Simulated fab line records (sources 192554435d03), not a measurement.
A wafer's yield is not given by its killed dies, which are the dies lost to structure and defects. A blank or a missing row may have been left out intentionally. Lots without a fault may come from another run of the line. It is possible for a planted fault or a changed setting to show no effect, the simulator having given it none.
fab line records -- flow n5_finfet
record: lots: 5, wafers: 14, last_day: 19
route steps=1938 shown BEOL_M0@734 BEOL_M4@1111 PASSIVATION@1936
lots untouched by any fault: they come from a run of this same line in which no faults occurred
start_h: the number of hours between the record's first day and the start of the first shown wafer of the lot -- wait_h: hours elapsed since this lot's preceding step -- " same as the row above -- L1.1+2: a single row standing in for several wafers -- - value missing, or start not given -- * or withheld: withheld -- < > ~ a bound
route shown NAME@n: names a module that has steps shown in the file, with the first one's number in the route -- usual: the fault-free wafers' mean and standard deviation -- same: alike in all rows -- chamber/n: place in a boat -- sites: per-site readings -- _std_site: how widely they spread, as a standard deviation -- _edge_site: outer sites' mean less inner sites' -- radius_mm: how far each site lies from the wafer's centre -- mask NAME#n: copy n -- behind: the last tool/chamber to shape the wafer -- hold: why the lot was held/for how many hours/how that ended -- device: the n, p or np transistor that did not switch -- end of line: the same wafers' tests at the end of the route -- a step with no rows: only its recipe -- killed: count of dies lost to structure and defects at first sort (not the wafer's yield) -- map: per-die view of a wafer (x killed, . not killed, _ where there is no die)
set.NAME: the run value of the setting; set.NAME@STEP: its run value at that earlier step -- model.NAME: the simulator's own value behind a step, which no gauge read
certain route steps with their lots: each step a table, each wafer a row
services: a tool's chamber out of use, with start hour (start_h, from the record's first day; less than 0 if before it), hours out, and reason
== steps ==
step: N5_BEOL_M0_SPUTTER_116
recipe: material: Cu, target_thk_a: 40, temp_c: -20, chamber_pressure_pa: 0.07, power_w: withheld, time_s: 7.37
usual: chuck_sensor_temp_C: -15.9/0.37, throttle_valve_pct: 29.3/1.2
lot.wafer,tool,chamber,start_h,wait_h,chuck_sensor_temp_C,throttle_valve_pct
L335.3,pvd_sputter-02,-,117.26,0.9,-15.8,30.5
L335.4,pvd_sputter-02,-,117.26,0.9,-16.0,26.8
L335.5,pvd_sputter-02,-,117.26,0.9,-16.5,30.6
L336.1,pvd_sputter-03,-,130.64,0.1,-15.9,30.2
L336.4,pvd_sputter-03,-,130.64,0.1,-16.1,29.9
L336.6,pvd_sputter-03,-,130.64,0.1,-15.6,29.9
L346.3,pvd_sputter-02,-,190.40,1.0,-16.3,30.8
L346.4,pvd_sputter-02,-,190.40,1.0,-15.9,28.5
L352.1,pvd_sputter-02,-,216.73,0.1,-16.3,30.5
L352.3,pvd_sputter-02,-,216.73,0.1,-16.0,30.5
L352.6,pvd_sputter-02,-,216.73,0.1,-16.5,30.8
L357.1,pvd_sputter-01,-,250.15,0.1,-15.8,30.1
L357.4,pvd_sputter-01,-,250.15,0.1,-15.6,28.7
L357.6,pvd_sputter-01,-,250.15,0.1,-16.5,28.1
step: N5_BEOL_M0_ANNEAL_117
recipe: temp_c: 400, time_s: 60, ambient: vacuum
step: N5_BEOL_M0_SPUTTER_132
recipe: material: Cu, target_thk_a: 40, temp_c: -20, chamber_pressure_pa: 0.07, power_w: withheld, time_s: 7.37
usual: chuck_sensor_temp_C: -16.0/0.35, throttle_valve_pct: 29.3/1.2
lot.wafer,tool,chamber,start_h,wait_h,chuck_sensor_temp_C,throttle_valve_pct
L335.3,pvd_sputter-02,-,117.38,0.0,-15.8,30.5
L335.4,pvd_sputter-02,-,117.38,0.0,-16.2,26.6
L335.5,pvd_sputter-02,-,117.38,0.0,-16.4,30.2
L336.1,pvd_sputter-03,-,130.76,0.0,-15.6,30.0
L336.4,pvd_sputter-03,-,130.76,0.0,-16.2,30.0
L336.6,pvd_sputter-03,-,130.76,0.0,-15.7,29.8
L346.3,pvd_sputter-02,-,190.52,0.0,-16.3,30.4
L346.4,pvd_sputter-02,-,190.52,0.0,-16.1,28.4
L352.1,pvd_sputter-02,-,216.86,0.0,-16.5,30.7
L352.3,pvd_sputter-02,-,216.86,0.0,-15.8,30.3
L352.6,pvd_sputter-02,-,216.86,0.0,-16.4,30.4
L357.1,pvd_sputter-01,-,250.27,0.0,-15.9,30.1
L357.4,pvd_sputter-01,-,250.27,0.0,-15.6,28.9
L357.6,pvd_sputter-01,-,250.27,0.0,-16.1,28.5
step: N5_BEOL_M0_ANNEAL_133
recipe: temp_c: 400, time_s: 60, ambient: vacuum
step: N5_BEOL_M0_SPUTTER_134
recipe: material: Cu, target_thk_a: 40, temp_c: -20, chamber_pressure_pa: 0.07, power_w: withheld, time_s: 7.37
step: N5_BEOL_M0_ANNEAL_135
recipe: temp_c: 400, time_s: 60, ambient: vacuum
step: N5_BEOL_M0_SPUTTER_141
recipe: material: Cu, target_thk_a: 40, temp_c: -20, chamber_pressure_pa: 0.07, power_w: withheld, time_s: 7.37
usual: chuck_sensor_temp_C: -15.9/0.35, throttle_valve_pct: 29.3/1.2
lot.wafer,tool,chamber,start_h,wait_h,chuck_sensor_temp_C,throttle_valve_pct
L335.3,pvd_sputter-02,-,117.62,0.0,-16.1,30.5
L335.4,pvd_sputter-02,-,117.62,0.0,-16.1,27.0
L335.5,pvd_sputter-02,-,117.62,0.0,-16.3,30.4
L336.1,pvd_sputter-03,-,131.00,0.0,-15.8,30.2
L336.4,pvd_sputter-03,-,131.00,0.0,-16.0,30.1
L336.6,pvd_sputter-03,-,131.00,0.0,-15.8,30.2
L346.3,pvd_sputter-02,-,190.76,0.0,-16.4,30.6
L346.4,pvd_sputter-02,-,190.76,0.0,-16.0,28.4
L352.1,pvd_sputter-02,-,217.12,0.0,-16.5,30.5
L352.3,pvd_sputter-02,-,217.12,0.0,-15.8,30.3
L352.6,pvd_sputter-02,-,217.12,0.0,-16.4,30.6
L357.1,pvd_sputter-01,-,250.51,0.0,-15.7,29.8
L357.4,pvd_sputter-01,-,250.51,0.0,-15.7,28.8
L357.6,pvd_sputter-01,-,250.51,0.0,-16.1,28.1
step: N5_BEOL_M0_ECD_118
recipe: material: Cu, target_thk_a: 3000
step: N5_BEOL_M0_ANNEAL_119
recipe: temp_c: 225, time_s: 90, ambient: N2
usual: anneal_temp_c: 224.95/0.16, wafer_temp_C_max: 226.0/0.33
lot.wafer,tool,chamber,start_h,wait_h,anneal_temp_c,wafer_temp_C_max
L335.3,rtp_anneal-01,0,117.91,0.1,224.82,226.1
L335.4,rtp_anneal-01,0,117.91,0.1,224.64,225.9
L335.5,rtp_anneal-01,0,117.91,0.1,224.92,225.7
L336.1,rtp_anneal-02,0,131.44,0.3,224.85,226.3
L336.4,rtp_anneal-02,0,131.44,0.3,225.21,225.9
L336.6,rtp_anneal-02,0,131.44,0.3,225.20,225.8
L346.3,rtp_anneal-02,0,191.05,0.1,225.06,225.9
L346.4,rtp_anneal-02,0,191.05,0.1,225.10,225.9
L352.1,rtp_anneal-02,0,217.32,0.1,224.86,226.2
L352.3,rtp_anneal-02,0,217.32,0.1,224.75,225.7
L352.6,rtp_anneal-02,0,217.32,0.1,224.78,226.2
L357.1,rtp_anneal-01,0,251.12,0.5,225.07,225.5
L357.4,rtp_anneal-01,0,251.12,0.5,225.01,225.6
L357.6,rtp_anneal-01,0,251.12,0.5,225.05,225.5
step: N5_BEOL_M0_CMP_120
recipe: stop_on: SiOC, t_overpolish_s: 6.9, down_force_psi: 1, platen_rpm: 50, clearing_platen_down_force_psi: 1.5, clearing_platen_rpm: 50, post_cmp_clean: cu_alkaline, clearing_platen_pad_velocity_m_s: 0.99484, pad_velocity_m_s: 0.99484
step: N5_BEOL_M0_PRE_CLEAN_131
recipe: gas: NH3/H2, time_s: 15, temp_c: *, rf_power_w: 300
usual: heater_power_w: 86/23
lot.wafer,tool,chamber,start_h,wait_h,heater_power_w
L335.3,cvd_co-01,1,118.48,0.1,103
L335.4,cvd_co-01,0,118.48,0.1,89
L335.5,cvd_co-01,1,118.48,0.1,102
L336.1,cvd_co-01,2,132.09,0.0,51
L336.4,cvd_co-01,0,132.09,0.0,87
L336.6,cvd_co-01,1,132.09,0.0,106
L346.3,cvd_co-01,0,192.05,0.4,86
L346.4,cvd_co-01,0,192.05,0.4,86
L352.1,cvd_co-02,1,217.95,0.0,124
L352.3,cvd_co-02,0,217.95,0.0,100
L352.6,cvd_co-02,2,217.95,0.0,79
L357.1,cvd_co-02,2,251.76,0.0,81
L357.4,cvd_co-02,0,251.76,0.0,99
L357.6,cvd_co-02,2,251.76,0.0,80
step: N5_BEOL_M0_CO_CAP_123
recipe: material: Co, target_thk_a: 20, temp_c: 200, precursor: CCTBA/H2, pressure_torr: 30, time_s: 102.1
usual: heater_power_w: 237/29, run_length_s: 125.0/0.58
lot.wafer,tool,chamber,start_h,wait_h,heater_power_w,run_length_s,model.Co_of_BEOL_M0_CO_CAP_123.thk_nm
L335.3,cvd_co-01,1,118.52,0.0,260,125.0,2.2
L335.4,cvd_co-01,0,118.52,0.0,241,124.9,2.2
L335.5,cvd_co-01,1,118.52,0.0,257,125.8,2
L336.1,cvd_co-01,2,132.13,0.0,192,124.1,2
L336.4,cvd_co-01,0,132.13,0.0,244,125.0,2.2
L336.6,cvd_co-01,1,132.13,0.0,259,125.0,2
L346.3,cvd_co-01,0,192.09,0.0,231,157.3,2.8
L346.4,cvd_co-01,0,192.09,0.0,242,124.9,2
L352.1,cvd_co-02,1,217.99,0.0,286,124.7,2
L352.3,cvd_co-02,0,217.99,0.0,254,125.3,2
L352.6,cvd_co-02,2,217.99,0.0,225,125.6,2
L357.1,cvd_co-02,2,251.80,0.0,231,125.4,2
L357.4,cvd_co-02,0,251.80,0.0,258,125.8,2
L357.6,cvd_co-02,2,251.80,0.0,232,125.4,2
step: N5_BEOL_M0_PRE_CLEAN_124
recipe: gas: NH3, time_s: 15, temp_c: withheld, rf_power_w: 300
step: N5_BEOL_M4_RC_MEAS_101
usual: DIBL_N: 36.8/1.9, DIBL_P: 36.5/2.1, IOFF_N: 0.17/0.038, IOFF_P: 0.22/0.039, ION_N: 675/12, ION_P: 463/7.4, SS_N: 71.6/0.71, SS_P: 73.4/0.72, VT_N: 249/3.3, VT_P: -250/3.3
lot.wafer,tool,chamber,start_h,wait_h,DIBL_N[mV/V],DIBL_P[mV/V],IOFF_N[nA/um],IOFF_P[nA/um],ION_N[uA/um],ION_P[uA/um],SS_N[mV/dec],SS_P[mV/dec],VT_N[mV],VT_P[mV]
L335.3,prober-01,0,176.73,0.3,36.6,35.9,0.14,0.19,667,457,71.9,74.0,250,-254
L335.4,prober-01,0,176.73,0.3,36.3,36.4,0.14,0.19,665,457,71.5,74.2,250,-256
L335.5,prober-01,0,176.73,0.3,38.6,39.5,0.19,0.23,681,460,72.3,74.2,246,-252
L336.1,prober-01,0,187.70,0.0,36.9,35.9,0.17,0.22,686,468,71.6,73.5,247,-245
L336.4,prober-01,0,187.70,0.0,38.8,37.7,0.21,0.25,692,463,72.3,75.0,243,-248
L336.6,prober-01,0,187.70,0.0,35.6,34.4,0.15,0.20,685,464,71.8,72.6,250,-251
L346.3,prober-01,0,245.98,0.3,37.4,36.8,0.17,0.22,679,466,71.2,73.3,251,-250
L346.4,prober-01,0,245.98,0.3,35.2,34.8,0.14,0.20,677,472,70.9,73.0,253,-248
L352.1,prober-02,0,292.59,0.0,39.5,39.6,0.21,0.24,702,472,72.0,74.3,246,-251
L352.3,prober-02,0,292.59,0.0,36.5,36.2,0.15,0.19,670,456,71.6,73.7,253,-252
L352.6,prober-02,0,292.59,0.0,37.9,37.8,0.16,0.21,687,465,72.2,74.1,250,-251
L357.1,prober-02,0,337.64,0.0,35.7,33.8,0.14,0.19,671,458,72.0,73.0,251,-251
L357.4,prober-02,0,337.64,0.0,39.4,38.3,0.20,0.26,665,459,73.5,74.1,249,-246
L357.6,prober-02,0,337.64,0.0,39.8,39.2,0.23,0.26,689,464,71.8,74.6,246,-246
step: N5_PASSIVATION_PROBE_49
usual: defect_limited_yield: 91.3/1.4, killed_at_M0_to_M3: 33/11, killed_at_M4_up: 15/6.2, killed_at_contacts: 13/6.5, killed_at_front_end: 38/11, killed_at_other: 3.4/2.6, killed_dies: 102/17, killed_on_rim: 13/4.1, killed_open: 67/12, killed_short: 34/7.9, sort_bin_5_function: 5.1/0.88, sort_bin_6_memory: 3.3/0.65, sort_n_pass: 1078/17, sort_yield_pct: 91.3/1.4
same: gross_dies: 1180, killed_at_back_side: 0, sort_bin_4_leakage[%]: 0, sort_bin_8_speed[%]: 0
lot.wafer,tool,chamber,start_h,wait_h,defect_limited_yield[%],killed_at_M0_to_M3,killed_at_M4_up,killed_at_contacts,killed_at_front_end,killed_at_other,killed_dies,killed_on_rim,killed_open,killed_short,sort_bin_5_function[%],sort_bin_6_memory[%],sort_n_pass,sort_yield_pct[%]
L336.1,prober-02,-,297.59,0.0,90.8,26,7,34,34,7,108,17,72,36,5.5,3.5,1072,90.8
L336.4,prober-02,-,297.74,0.2,90.0,36,8,13,57,4,118,13,79,39,5.3,4.4,1062,90.0
L336.6,prober-02,-,297.84,0.3,90.8,38,15,8,48,0,109,16,75,29,4.7,3.7,1071,90.8
L346.3,prober-02,-,346.76,0.1,91.0,26,26,14,33,7,106,24,66,39,4.9,4.1,1074,91.0
L346.4,prober-02,-,346.81,0.2,90.4,30,14,13,53,3,113,21,66,47,6.2,3.2,1067,90.4
L352.1,prober-02,-,392.52,0.0,90.8,33,24,14,30,7,108,19,71,35,5.3,3.5,1072,90.8
L352.3,prober-02,-,392.62,0.1,91.3,18,25,18,38,4,103,5,74,28,4.7,3.9,1077,91.3
L352.6,prober-02,-,392.77,0.3,91.8,11,25,12,48,1,97,11,61,34,4.8,3.1,1083,91.8
killed by level:class
L336.1 MOL_CONTACT_COAG:geometric_particle:open=26 MOL_CONTACT_COAG:geometric_particle:short=8 BEOL_M3:geometric_particle:open=8 FIN_SAQP:geometric_particle:short=6 ILD0:geometric_particle:short=6 BEOL_M0_SAQP:geometric_particle:short=5 BEOL_M0_SAQP:geometric_particle:open=5 DUMMY_GATE:geometric_particle:open=4
L336.4 STI_FIN_REVEAL:geometric_particle:open=13 BEOL_M1:geometric_particle:open=12 MOL_CONTACT_COAG:geometric_particle:open=11 FIN_SAQP:geometric_particle:short=10 FIN_SAQP:geometric_particle:open=9 BEOL_M3:geometric_particle:open=9 GATE_CUT:geometric_particle:short=8 BEOL_M0:geometric_particle:open=5
L336.6 STI_FIN_REVEAL:geometric_particle:open=10 FIN_SAQP:geometric_particle:open=9 BEOL_M3:geometric_particle:open=9 FIN_SAQP:geometric_particle:short=8 MOL_CONTACT_COAG:geometric_particle:open=7 BEOL_M4:geometric_particle:open=7 BEOL_M0:geometric_particle:open=5 BEOL_M0_SAQP:geometric_particle:open=5
L346.3 MOL_CONTACT_COAG:geometric_particle:open=13 FIN_SAQP:geometric_particle:short=10 BEOL_M4:geometric_particle:open=10 BEOL_M1:geometric_particle:open=9 BEOL_M5:geometric_particle:open=5 BEOL_M2:geometric_particle:open=4 BEOL_M4:geometric_particle:short=4 FIN_SAQP:geometric_particle:open=3
L346.4 FIN_SAQP:geometric_particle:short=20 FIN_SAQP:geometric_particle:open=13 MOL_CONTACT_COAG:geometric_particle:open=10 BEOL_M1:geometric_particle:short=8 BEOL_M1:geometric_particle:open=8 GATE_CUT:geometric_particle:open=4 BEOL_M0_SAQP:geometric_particle:open=4 DUMMY_GATE:geometric_particle:open=3
L352.1 BEOL_M4:geometric_particle:open=13 MOL_CONTACT_COAG:geometric_particle:open=12 BEOL_M2:geometric_particle:open=11 GATE_CUT:geometric_particle:open=5 BEOL_M1:geometric_particle:open=5 BEOL_M4:geometric_particle:short=5 BEOL_M0_SAQP:geometric_particle:open=4 FIN_SAQP:geometric_particle:short=4
L352.3 MOL_CONTACT_COAG:geometric_particle:open=17 BEOL_M4:geometric_particle:open=15 GATE_CUT:geometric_particle:short=11 BEOL_M2:geometric_particle:open=11 GATE_CUT:geometric_particle:open=7 FIN_SAQP:geometric_particle:short=4 FIN_SAQP:geometric_particle:open=4 BEOL_M4:geometric_particle:short=4
L352.6 BEOL_M4:geometric_particle:open=15 MOL_CONTACT_COAG:geometric_particle:open=12 STI_FIN_REVEAL:geometric_particle:open=9 FIN_SAQP:geometric_particle:short=8 BEOL_M0_SAQP:geometric_particle:short=7 GATE_CUT:geometric_particle:short=5 STARTING-WAFER:geometric_particle:short=5 FIN_SAQP:geometric_particle:open=4
== services ==
tool,chamber,start_h,hours,kind
pvd_sputter-03,-,95.98,4.5,repair
cvd_co-02,2,102.27,15.9,repair
cvd_co-02,1,110.90,16.5,repair
pvd_sputter-03,-,120.94,3.7,repair
pvd_sputter-01,-,121.58,6.0,repair
cvd_co-02,1,127.53,-,clean
cvd_co-02,1,127.53,22.0,scheduled_down
cvd_co-02,1,127.53,22.0,vent_cycle
pvd_sputter-01,-,130.92,7.7,repair
cvd_co-02,2,184.98,28.7,repair
cvd_co-02,-,235.74,1.7,repair
rtp_anneal-01,-,244.32,0.9,pm
== key ==
first_sign: step: N5_BEOL_M0_CO_CAP_123, reading: run_length_s, direction: up, sigmas: 56, usual: *, struck: *
effect none on later readings
model_effect: step: N5_BEOL_M0_CO_CAP_123, value: Co_of_BEOL_M0_CO_CAP_123.thk_nm, without: 2.2, struck: 2.8
met_at N5_BEOL_M0_CO_CAP_123
struck_wafers L346.3
onset_between 132.13 192.09
fault: kind: process_parameter_drift, tool: cvd_co-01, chamber: -, onset_h: 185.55, steps: N5_BEOL_M0_CO_CAP_123, channel: time_s, offset: *, shape: step, end_h: 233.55, scope: struck_wafers_only, acts_in: *, stated: *
